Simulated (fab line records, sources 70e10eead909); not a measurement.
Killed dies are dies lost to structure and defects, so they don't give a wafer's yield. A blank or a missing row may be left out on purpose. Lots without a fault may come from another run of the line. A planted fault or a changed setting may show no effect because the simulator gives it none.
Chamber matching | flow nand_harc | NHARC_A_CHANNEL_HOLE_D1_ETCH_38 on rie_diel-02: 4 sister chambers
The step etches the open film in CF4, target depth 39 nm, time 65 s. 16 wafers are shown with their chamber, then 8 later ones without.

WAFERS WITH THEIR CHAMBER
wafer  | chamber | showerhead_plenum_p_Torr (Torr) | throttle_valve_pct (%) | oes_product_au (a.u.)
L774.2 | 0       | 1.78                            | 13.287                 | 1.000
L774.3 | 3       | 1.81                            | 13.269                 | 1.011
L774.6 | 2       | 1.79                            | 13.276                 | 1.001
L775.2 | 0       | 1.78                            | 13.293                 | 1.001
L775.5 | 2       | 1.79                            | 13.288                 | 1.008
L775.6 | 3       | 1.81                            | 13.284                 | 1.009
L777.1 | 0       | 1.78                            | 13.279                 | 1.003
L777.3 | 2       | 1.79                            | 13.302                 | 0.999
L777.5 | 3       | 1.81                            | 13.281                 | 0.998
L780.2 | 1       | 1.69                            | 13.295                 | 1.000
L780.4 | 0       | 1.78                            | 13.283                 | 1.002
L780.6 | 0       | 1.78                            | 13.279                 | 0.997
L779.1 | 3       | 1.81                            | 13.272                 | 1.007
L779.3 | 0       | 1.78                            | 13.306                 | 1.007
L779.6 | 3       | 1.81                            | 13.292                 | 0.996
L784.2 | 2       | 1.78                            | 13.266                 | 1.004

SIGNATURES (means of the wafers above)
reading                  | chamber 0 | chamber 1 | chamber 2 | chamber 3 | scatter within a chamber
showerhead_plenum_p_Torr | 1.7800    | 1.6900    | 1.7875    | 1.8100    | 0.0025
throttle_valve_pct       | 13.28783  | 13.29500  | 13.28300  | 13.27960  | 0.0116
oes_product_au           | 1.00167   | 1.00000   | 1.00300   | 1.00420   | 0.00487
Rule: a wafer's distance from a chamber is the root of the sum, over the readings, of the square of ((its reading less the chamber's mean) divided by the reading's scatter). The wafer belongs to the nearest chamber; if the next one is less than 2 further off, it can't be placed. The scatter: the root of (the sum of the squares of (reading less its chamber's mean) over the shown wafers, divided by (wafers less chambers)).

WAFERS WITHOUT THEIR CHAMBER
wafer  | showerhead_plenum_p_Torr (Torr) | throttle_valve_pct (%) | oes_product_au (a.u.)
L784.4 | 1.78                            | 13.284                 | 1.002
L784.5 | 1.69                            | 13.284                 | 1.015
L785.1 | 1.78                            | 13.288                 | 1.015
L785.2 | 1.81                            | 13.284                 | 1.004
L785.3 | 1.69                            | 13.267                 | 1.008
L795.3 | 1.78                            | 13.282                 | 1.007
L795.4 | 1.68                            | 13.293                 | 1.002
L795.6 | 1.78                            | 13.268                 | 0.986

WHICH CHAMBER EACH WENT THROUGH
wafer  | from the rows above     | in truth
L784.4 | 0                       | 0
L784.5 | 1                       | 1
L785.1 | can't be placed: 0 or 2 | 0
L785.2 | 3                       | 3
L785.3 | 1                       | 1
L795.3 | can't be placed: 0 or 2 | 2
L795.4 | 1                       | 1
L795.6 | can't be placed: 0 or 2 | 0
Placed correctly: 5 of 8. Can't be placed from these rows: 3 (the true chamber is among the candidates in 3). Placed wrongly: 0.
